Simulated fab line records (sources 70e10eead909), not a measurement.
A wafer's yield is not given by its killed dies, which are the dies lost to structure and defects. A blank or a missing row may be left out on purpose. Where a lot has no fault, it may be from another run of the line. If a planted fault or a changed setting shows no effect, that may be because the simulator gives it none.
Matching of chambers ; flow nand-harc ; 4 sister chambers for NHARC_P_M2_CMP_23 on cmp-02
The step polishes, t overpolish 20 s, target thk 144.3 nm. 18 wafers are shown with their chamber, then 9 later ones without.

== WAFERS PAIRED WITH THEIR CHAMBERS ==
wafer;chamber;motor-current-A (A);time-to-endpoint-s (s);retaining-ring-pressure-frac
L074.1;2;12.2;29.9;0.987
L074.5;0;10.8;26.6;0.997
L074.6;3;13.4;30.4;0.993
L077.3;1;14.2;25.4;1.011
L077.5;2;12.3;31.0;1.003
L077.6;3;13.3;31.7;1.010
L078.1;2;11.5;30.5;0.999
L078.4;0;11.1;27.6;1.011
L078.5;3;12.5;30.1;1.002
L080.1;3;12.6;30.3;1.001
L080.5;3;13.5;30.6;0.995
L080.6;0;11.0;28.1;1.002
L083.1;0;11.0;22.5;1.004
L083.3;2;12.3;27.9;1.002
L083.4;1;13.8;22.2;0.999
L084.1;2;11.5;29.4;1.000
L084.2;0;10.6;27.1;0.995
L084.3;1;13.5;23.7;1.006

SIGNATURES, as means of the wafers listed above
reading;chamber 0;chamber 1;chamber 2;chamber 3;scatter within a chamber
motor-current-A;10.900;13.833;11.960;13.060;0.379
time-to-endpoint-s;26.380;23.767;29.740;30.620;1.52
retaining-ring-pressure-frac;1.00180;1.00533;0.99820;1.00020;0.00642
Rule: a wafer's distance from a chamber is the root of the sum, over the readings, of the square of ((its reading less the chamber's mean) divided by the reading's scatter). If the next closest chamber is less than 2 further off than the closest, the wafer can't be placed; otherwise it belongs to the closest. How the scatter is found: for the shown wafers, subtract from each reading the mean of its chamber, square and add these, divide the total by (wafers less chambers), then take the root.

== WAFERS WITHOUT THEIR CHAMBER ==
wafer;motor-current-A (A);time-to-endpoint-s (s);retaining-ring-pressure-frac
L085.3;11.9;30.0;1.004
L085.5;11.7;31.5;1.002
L085.6;13.6;23.5;0.999
L094.1;12.1;30.0;0.994
L094.2;13.7;23.1;1.014
L094.4;13.1;29.4;1.003
L096.1;14.2;27.8;1.008
L096.3;13.7;33.1;1.003
L096.5;13.4;24.7;0.999

== WHICH CHAMBER EACH ONE RAN IN ==
wafer;from the rows above;in truth
L085.3;2;2
L085.5;2;2
L085.6;1;1
L094.1;can't be placed: 2 or 3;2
L094.2;1;1
L094.4;3;3
L096.1;can't be placed: 1 or 3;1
L096.3;3;3
L096.5;1;1
7 of 9 placed correctly. Not placeable from these rows: 2 (in 2, the candidates include the true chamber). Number placed wrongly: 0.
